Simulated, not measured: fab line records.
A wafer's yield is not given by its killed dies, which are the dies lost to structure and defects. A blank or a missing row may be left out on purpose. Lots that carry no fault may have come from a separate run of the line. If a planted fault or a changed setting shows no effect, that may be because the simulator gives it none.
fab line records -- flow n5Finfet
record lots=11, wafers=33, lastDay=18
route steps=1938 shown BEOL_M7@1323 BEOL_M8@1332
lots with no fault: from the same line, run without faults
startH: hours from the record's first day to the start of the lot's first wafer shown -- waitH: hours from the lot's prior step to this one -- " the same as in the row above -- L1.1+2: a row that stands for several wafers -- - no value, or no start given -- * or withheld: withheld -- < > ~ a bound
route shown NAME@n: a module of which the file shows steps, and the number in the route of the first -- usual: the fault-free wafers' mean and standard deviation -- same: alike in all rows -- chamber/n: place in a boat -- sites: the reading at each site -- _std_site: their standard deviation -- _edge_site: mean of outer sites minus mean of inner sites -- radiusMm: how far each site lies from the wafer's centre -- mask NAME#n: copy n -- behind: the last tool/chamber to shape the wafer -- hold: why the lot was held/for how many hours/how that ended -- device: which transistor (n, p or np) failed to switch -- end of line: tests run on the same wafers once the route is complete -- where a step has no rows: the recipe by itself -- killed: the dies lost at the first sort to structure and to defects; this is not the yield of the wafer -- map: the dies of a wafer, with x for killed, . for not killed, _ for no die there
set.NAME: the setting that was run; set.NAME@STEP: the one run at that earlier step -- model.NAME: the simulator's own value behind a step, which no gauge read
a sample of lots followed through the steps of the route, with each step as a table and each wafer as a row
services: a tool's chamber out of use, with start hour (startH, from the record's first day; less than 0 if before it), hours out, and reason
## steps
# step N5_BEOL_M7_SPUTTER_48
# recipe material=Cu, targetThkA=100, tempC=-20, biasV=60, powerW=26000, chamberPressurePa=0.13, timeS=1.667
# usual cathodeDcPowerW=26000/4.8, substrateTempC=-20.00/0.092, throttleValvePct=30.1/1
lot.wafer,tool,chamber,startH,waitH,cathodeDcPowerW,substrateTempC,throttleValvePct
L588.1,pvdSputter-02,-,206.25,0.1,25996,-19.89,30.2
L588.2,pvdSputter-02,-,206.25,0.1,26003,-19.93,30.4
L588.6,pvdSputter-02,-,206.25,0.1,25995,-20.08,29.6
L590.2,pvdSputter-03,-,214.02,0.4,25997,-20.07,32.1
L590.3,pvdSputter-03,-,214.02,0.4,25997,-19.93,30.3
L590.6,pvdSputter-03,-,214.02,0.4,26009,-20.00,29.7
L591.1,pvdSputter-02,-,225.57,0.2,26004,-20.16,30.8
L591.3,pvdSputter-02,-,225.57,0.2,26007,-20.09,29.8
L591.6,pvdSputter-02,-,225.57,0.2,25995,-20.04,31.3
L592.3,pvdSputter-01,-,230.05,0.1,25993,-20.06,30.0
L592.4,pvdSputter-01,-,230.05,0.1,26005,-20.01,29.2
L592.6,pvdSputter-01,-,230.05,0.1,26001,-19.98,30.4
L594.1,pvdSputter-02,-,239.66,0.1,25993,-19.98,31.1
L594.3,pvdSputter-02,-,239.66,0.1,26002,-20.20,30.3
L594.5,pvdSputter-02,-,239.66,0.1,26001,-20.02,30.7
L593.1,pvdSputter-02,-,240.29,0.1,25998,-19.99,31.4
L593.4,pvdSputter-02,-,240.29,0.1,26007,-19.99,30.1
L593.5,pvdSputter-02,-,240.29,0.1,25997,-19.85,31.6
L599.1,pvdSputter-01,-,270.77,0.1,25993,-20.03,28.3
L599.4,pvdSputter-01,-,270.77,0.1,25996,-20.01,28.3
L599.5,pvdSputter-01,-,270.77,0.1,25996,-19.95,28.5
L601.3,pvdSputter-01,-,278.03,0.1,25999,-20.01,28.2
L601.4,pvdSputter-01,-,278.03,0.1,26001,-20.03,28.5
L601.6,pvdSputter-01,-,278.03,0.1,25999,-20.02,28.3
L606.1,pvdSputter-02,-,303.22,0.2,26004,-20.01,31.3
L606.2,pvdSputter-02,-,303.22,0.2,32519,-19.92,30.1
L606.5,pvdSputter-02,-,303.22,0.2,26001,-19.87,30.7
L605.2,pvdSputter-01,-,311.24,1.3,25988,-20.02,29.6
L605.4,pvdSputter-01,-,311.24,1.3,26001,-19.83,30.2
L605.6,pvdSputter-01,-,311.24,1.3,25997,-19.82,28.2
L610.2,pvdSputter-01,-,367.07,1.0,26005,-20.16,28.5
L610.4,pvdSputter-01,-,367.07,1.0,26003,-20.03,29.4
L610.6,pvdSputter-01,-,367.07,1.0,26000,-20.01,30.1
# step N5_BEOL_M7_RS_MEAS_57
# recipe thkMeasGauge=four-point-probe, reads=Cu_of_BEOL_M7_ECD_50+Co_of_BEOL_M7_CVD_78+TaN_of_BEOL_M7_ALD_77
# usual M7_RS=0.289/0.01
lot.wafer,tool,chamber,startH,waitH,M7_RS[ohm/sq]
L588.1,filmMetro-01,-,207.18,0.1,0.306
L588.2,filmMetro-01,-,207.18,0.1,0.303
L588.6,filmMetro-01,-,207.18,0.1,0.308
L590.2,filmMetro-02,-,216.28,0.1,0.280
L590.3,filmMetro-02,-,216.28,0.1,0.298
L590.6,filmMetro-02,-,216.28,0.1,0.290
L591.1,filmMetro-02,-,226.50,0.1,0.292
L591.3,filmMetro-02,-,226.50,0.1,0.284
L591.6,filmMetro-02,-,226.50,0.1,0.285
L592.3,filmMetro-01,-,231.11,0.1,0.285
L592.4,filmMetro-01,-,231.11,0.1,0.287
L592.6,filmMetro-01,-,231.11,0.1,0.305
L594.1,filmMetro-02,-,240.59,0.1,0.306
L594.3,filmMetro-02,-,240.59,0.1,0.300
L594.5,filmMetro-02,-,240.59,0.1,0.293
L593.1,filmMetro-02,-,241.24,0.1,0.279
L593.4,filmMetro-02,-,241.24,0.1,0.280
L593.5,filmMetro-02,-,241.24,0.1,0.285
L599.1,filmMetro-01,-,273.10,0.1,0.278
L599.4,filmMetro-01,-,273.10,0.1,0.293
L599.5,filmMetro-01,-,273.10,0.1,0.294
L601.3,filmMetro-02,-,278.98,0.1,0.268
L601.4,filmMetro-02,-,278.98,0.1,0.290
L601.6,filmMetro-02,-,278.98,0.1,0.267
L606.1,filmMetro-01,-,305.40,0.1,0.281
L606.2,filmMetro-01,-,305.40,0.1,0.290
L606.5,filmMetro-01,-,305.40,0.1,0.289
L605.2,filmMetro-01,-,312.23,0.1,0.287
L605.4,filmMetro-01,-,312.23,0.1,0.318
L605.6,filmMetro-01,-,312.23,0.1,0.303
L610.2,filmMetro-02,-,368.10,0.1,0.296
L610.4,filmMetro-02,-,368.10,0.1,0.292
L610.6,filmMetro-02,-,368.10,0.1,0.287
# step N5_BEOL_M8_ILD_DEP_00
# recipe material=SiCOH_lowk, targetThkA=1797.5, tempC=300, precursor=DEMS/porogen, pressureTorr=5, rfW=500, timeS=33.4
# usual heaterPowerW=303/42, rfFwdPowerW=494.5/2.3, showerheadPlenumPTorr=5.737/0.013, throttleValvePct=13.8/0.73
lot.wafer,tool,chamber,startH,waitH,heaterPowerW,rfFwdPowerW,showerheadPlenumPTorr,throttleValvePct
L588.1,pecvd-01,2,207.24,0.0,396,497.8,5.755,13.7
L588.2,pecvd-01,0,207.24,0.0,268,496.4,5.743,12.8
L588.6,pecvd-01,2,207.24,0.0,399,497.6,5.758,13.5
L590.2,pecvd-02,0,216.35,0.0,296,492.6,5.729,14.4
L590.3,pecvd-02,2,216.35,0.0,322,491.6,5.720,13.6
L590.6,pecvd-02,1,216.35,0.0,258,494.9,5.724,13.1
L591.1,pecvd-02,2,226.57,0.0,327,491.9,5.721,13.5
L591.3,pecvd-02,0,226.57,0.0,313,496.5,5.737,14.4
L591.6,pecvd-02,2,226.57,0.0,344,491.9,5.721,13.4
L592.3,pecvd-03,1,231.18,0.0,275,495.9,5.712,14.7
L592.4,pecvd-03,2,231.18,0.0,315,494.7,5.732,13.0
L592.6,pecvd-03,0,231.18,0.0,317,493.9,5.740,15.0
L594.1,pecvd-02,0,240.65,0.0,311,496.0,5.735,14.2
L594.3,pecvd-02,2,240.65,0.0,346,492.9,5.715,13.4
L594.5,pecvd-02,2,240.65,0.0,349,492.0,5.726,13.2
L593.1,pecvd-02,1,241.31,0.0,267,497.2,5.744,13.4
L593.4,pecvd-02,0,241.31,0.0,310,496.0,5.741,14.4
L593.5,pecvd-02,1,241.31,0.0,278,496.0,5.733,13.5
L599.1,pecvd-01,2,273.17,0.0,400,497.4,5.750,13.7
L599.4,pecvd-01,2,273.17,0.0,414,496.5,5.759,13.6
L599.5,pecvd-01,1,273.17,0.0,297,493.9,5.755,14.0
L601.3,pecvd-02,1,279.05,0.0,249,494.2,5.735,13.4
L601.4,pecvd-02,2,279.05,0.0,338,487.3,5.717,13.4
L601.6,pecvd-02,1,279.05,0.0,248,495.0,5.721,13.8
L606.1,pecvd-02,1,305.46,0.0,283,496.7,5.745,13.6
L606.2,pecvd-02,2,305.46,0.0,303,491.6,5.721,13.3
L606.5,pecvd-02,1,305.46,0.0,281,496.6,5.748,13.4
L605.2,pecvd-03,0,312.29,0.0,338,490.2,5.760,14.9
L605.4,pecvd-03,0,312.29,0.0,346,491.8,5.732,14.8
L605.6,pecvd-03,1,312.29,0.0,249,495.3,5.709,14.8
L610.2,pecvd-01,1,368.16,0.0,274,494.3,5.748,13.9
L610.4,pecvd-01,1,368.16,0.0,275,492.7,5.747,14.1
L610.6,pecvd-01,0,368.16,0.0,283,497.1,5.760,13.0
# step N5_BEOL_M8_CURE_74
# recipe tempC=385, timeS=240, ambient=He/Ar, material=SiCOH_lowk
# usual lampPowerPct=52.32/0.058, wafer_temp_C_max=386.7/0.66
lot.wafer,tool,chamber,startH,waitH,lampPowerPct,wafer_temp_C_max
L588.1,uvCure-02,1,207.31,0.0,52.25,386.5
L588.2,uvCure-02,1,207.31,0.0,52.26,385.9
L588.6,uvCure-02,1,207.31,0.0,52.37,386.1
L590.2,uvCure-03,2,216.49,0.1,52.32,387.1
L590.3,uvCure-03,2,216.49,0.1,52.40,386.8
L590.6,uvCure-03,2,216.49,0.1,52.35,387.3
L591.1,uvCure-01,1,226.63,0.0,52.23,387.6
L591.3,uvCure-01,1,226.63,0.0,52.40,387.4
L591.6,uvCure-01,1,226.63,0.0,52.34,387.7
L592.3,uvCure-01,2,231.40,0.2,52.34,385.4
L592.4,uvCure-01,2,231.40,0.2,52.40,386.1
L592.6,uvCure-01,2,231.40,0.2,52.31,385.9
L594.1,uvCure-02,1,240.72,0.0,52.32,386.2
L594.3,uvCure-02,1,240.72,0.0,52.44,385.9
L594.5,uvCure-02,1,240.72,0.0,52.26,386.4
L593.1,uvCure-03,0,241.52,0.2,52.34,387.2
L593.4,uvCure-03,0,241.52,0.2,52.37,388.2
L593.5,uvCure-03,0,241.52,0.2,52.24,387.1
L599.1,uvCure-01,2,273.45,0.3,52.29,386.4
L599.4,uvCure-01,2,273.45,0.3,52.27,385.8
L599.5,uvCure-01,2,273.45,0.3,52.39,385.7
L601.3,uvCure-01,1,279.27,0.2,52.35,387.2
L601.4,uvCure-01,1,279.27,0.2,52.31,387.1
L601.6,uvCure-01,1,279.27,0.2,52.29,388.1
L606.1,uvCure-01,0,305.55,0.1,52.30,386.2
L606.2,uvCure-01,0,305.55,0.1,52.24,385.9
L606.5,uvCure-01,0,305.55,0.1,52.28,386.2
L605.2,uvCure-03,2,312.43,0.1,52.33,387.3
L605.4,uvCure-03,2,312.43,0.1,52.36,387.0
L605.6,uvCure-03,2,312.43,0.1,52.34,388.8
L610.2,uvCure-01,0,368.30,0.1,52.30,386.1
L610.4,uvCure-01,0,368.30,0.1,52.45,386.8
L610.6,uvCure-01,0,368.30,0.1,52.31,386.7
## services
tool,chamber,startH,hours,kind
uvCure-02,-,201.66,0.3,repair
pecvd-02,2,202.45,4.4,repair
pecvd-02,0,207.75,5.0,scheduledDown
pecvd-02,2,210.16,5.3,repair
pecvd-01,-,218.27,14.1,repair
pecvd-03,1,236.93,4.2,repair
uvCure-02,-,237.23,1.8,repair
pecvd-01,-,249.84,0.6,repair
pecvd-01,-,269.73,1.0,repair
pecvd-02,2,294.19,2.1,scheduledDown
pecvd-01,1,296.81,5.5,scheduledDown
uvCure-03,-,297.92,0.4,repair
pecvd-01,0,302.27,2.1,scheduledDown
pecvd-02,0,303.73,4.6,scheduledDown
pecvd-01,1,304.40,2.1,scheduledDown
uvCure-02,-,305.07,1.0,pm
pvdSputter-03,-,313.96,11.4,repair
pvdSputter-01,-,331.34,3.0,repair
uvCure-02,-,331.64,1.4,repair
pvdSputter-01,-,337.39,1.7,repair
pecvd-01,2,341.95,5.0,scheduledDown
pecvd-01,-,357.40,1.4,repair
pecvd-03,2,365.60,5.5,scheduledDown
## key
firstSign step=N5_BEOL_M7_SPUTTER_48, reading=cathodeDcPowerW, direction=up, sigmas=99+, usual=*, struck=*
effect none on later readings
metAt N5_BEOL_M7_SPUTTER_48
struckLots L606
struckWafers L606.2
notActingAt N5_BEOL_M7_RS_MEAS_57,N5_BEOL_M8_ILD_DEP_00,N5_BEOL_M8_CURE_74
onsetBetween 240.29 303.22
fault kind=processParameterDrift, tool=pvdSputter-02, chamber=-, onsetH=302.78, steps=N5_BEOL_M7_SPUTTER_48, channel=powerW, offset=*, shape=step, endH=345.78, actsIn=*, stated=*, scope=struckWafersOnly
